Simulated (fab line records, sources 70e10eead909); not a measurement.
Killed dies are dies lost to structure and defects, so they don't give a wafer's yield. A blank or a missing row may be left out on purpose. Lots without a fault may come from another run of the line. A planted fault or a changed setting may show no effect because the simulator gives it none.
A struck lot beside a sound one | flow nand_harc | 17 steps out of a route of 1302
Sound: wafers L559.1, L559.4, L559.6. Struck: wafers L549.2, L549.3, L549.6. The cause comes at the end.
At each step with rows: each side's tool, then ch and its chambers, then its first start. Under that, the readings that differ: sound wafers | struck wafers | difference of the means | sigmas: that difference in standard deviations of wafers without a fault.
alike: readings whose means differ by less than 2 such deviations, and words and numbers that are the same on both sides. not compared: withheld readings, readings that some wafer has no value for, bounds like >300 that may hide the same value, and numbers for which the record gives no deviation and whose values overlap.
The two part at a step that has a row with sigmas, a row that says differs or no value, or rows on one side only. Numbers that don't overlap but have no deviation are shown without sigmas and don't part them. A reading that every wafer of one side lacks parts them only if that side has two wafers or more.

first, 2 steps without rows for these wafers: NHARC_A_CHANNEL_HOLE_D1_STRIP_42 (strips in CF4/CHF3); NHARC_A_CHANNEL_HOLE_D1_STRIP_43 (strips in O2/COS).
NHARC_A_CHANNEL_HOLE_D1_ETCH_44: etches the open film in CF4/O2, target depth 140 nm, overetch 14 nm, time 77 s.
  sound on rie_diel-07 ch 0,1,3, day 16 15:53; struck on rie_diel-07 ch 2,3, day 12 09:09
  alike: cf4_flow_sccm, drypump_motor_current_A, o2_flow_sccm, oes_f_703_au, oes_product_au, rf_vpp_V, showerhead_plenum_p_Torr, throttle_valve_pct
  not compared: rf_hours_counter_h
NHARC_A_CHANNEL_HOLE_D1_STRIP_27: strips in O2.
  sound on rie_diel-07 ch 0,1,2; struck on rie_diel-07 ch 2,3, day 12 09:51
  reading             | sound             | struck            | difference | sigmas
  o2_flow_sccm (sccm) | 498.2 498.2 499.7 | 502.6 500.8 503.1 | +3.5       | +2
  alike: drypump_motor_current_A, oes_product_au, rf_vpp_V, showerhead_plenum_p_Torr, throttle_valve_pct
  not compared: rf_hours_counter_h
then, 2 steps without rows for these wafers: NHARC_A_CHANNEL_HOLE_D1_PRECLEAN_28 (cleans in SC1); NHARC_A_CHANNEL_HOLE_D1_SRD_29.
NHARC_A_CHANNEL_HOLE_D1_CD_MEAS_30:
  sound on cd_sem-03, day 16 16:41; struck on cd_sem-03, day 12 10:46
  alike: cd_nm
then, 1 step without rows for these wafers: NHARC_A_CHANNEL_HOLE_D1_XSEM_31.
NHARC_A_CHANNEL_HOLE_D1_INSPECT_40:
  sound on defect_inspect-02, day 16 16:52; struck on defect_inspect-02, day 12 10:57
  alike: raw_defect_count
then, 2 steps without rows for these wafers: NHARC_A_CHANNEL_FILL_D1_PRECLEAN_00 (cleans in SC1); NHARC_A_CHANNEL_FILL_D1_SRD_01.
NHARC_A_CHANNEL_FILL_D1_ALD_02: deposits SiO2, target thk 6 nm, pulse time 10 s, ald cycles 60.
  sound on ald_hk-04 ch 0,2, day 16 17:04; struck on ald_hk-01 ch 0,1,3, day 12 11:17
  alike: heater_power_w, precursor_pulse_height_rel, susceptor_temp_C
NHARC_A_CHANNEL_FILL_D1_ALD_03: deposits SiNx, target thk 6 nm, pulse time 60 s, ald cycles 58.
  sound on ald_sin_batch-03 ch 0, day 16 20:31; struck on ald_sin_batch-03 ch 0, day 12 17:07
  reading              | sound                | struck               | difference | sigmas
  susceptor_temp_C (C) | 629.99 629.91 630.34 | 642.75 643.19 642.61 | +12.77     | +47
  alike: chamber_pressure_Torr, precursor_pulse_height_rel
NHARC_A_CHANNEL_FILL_D1_ALD_14: deposits SiO2, target thk 2.5 nm, pulse time 10 s, ald cycles 25.
  sound on ald_hk-03 ch 1,3, day 17 00:08; struck on ald_hk-04 ch 0,3, day 12 20:42
  alike: heater_power_w, precursor_pulse_height_rel, susceptor_temp_C
NHARC_A_CHANNEL_FILL_D1_ALD_15: deposits SiNx, target thk 2 nm, pulse time 60 s, ald cycles 19.
  sound on ald_sin_batch-03 ch 0, day 17 03:13; struck on ald_sin_batch-03 ch 0, day 13 02:22
  reading              | sound             | struck            | difference | sigmas
  susceptor_temp_C (C) | 629.8 629.8 629.2 | 642.7 642.7 643.3 | +13.3      | +44
  alike: chamber_pressure_Torr, precursor_pulse_height_rel
NHARC_A_CHANNEL_FILL_D1_ALD_16: deposits SiO2, target thk 1.5 nm, pulse time 10 s, ald cycles 15.
  sound on ald_hk-04 ch 0,1,2, day 17 05:17; struck on ald_hk-01 ch 2,3, day 13 04:25
  reading            | sound       | struck      | difference | sigmas
  heater_power_w (W) | 534 544 554 | 441 376 385 | -143       | -3
  alike: precursor_pulse_height_rel, susceptor_temp_C
-- the record jumps here: 15 days lie between the struck wafers' starts before and after (it left off in module A_CHANNEL_FILL_D1 and takes up again in module END, whose first step shown is number 1302 of the route) --
NHARC_END_SORT_01:
  sound on prober-01 ch 0, day 32 05:13; struck on prober-02 ch 0, day 27 16:48
  alike: killed_at_array, killed_at_other, killed_at_periphery, killed_dies, killed_open, killed_short

WHERE THEY PART
First at NHARC_A_CHANNEL_HOLE_D1_STRIP_27; last, within this record, at NHARC_A_CHANNEL_FILL_D1_ALD_16. Later steps at which nothing parts them and some readings are alike: NHARC_END_SORT_01.

WHY: what the simulator had put in
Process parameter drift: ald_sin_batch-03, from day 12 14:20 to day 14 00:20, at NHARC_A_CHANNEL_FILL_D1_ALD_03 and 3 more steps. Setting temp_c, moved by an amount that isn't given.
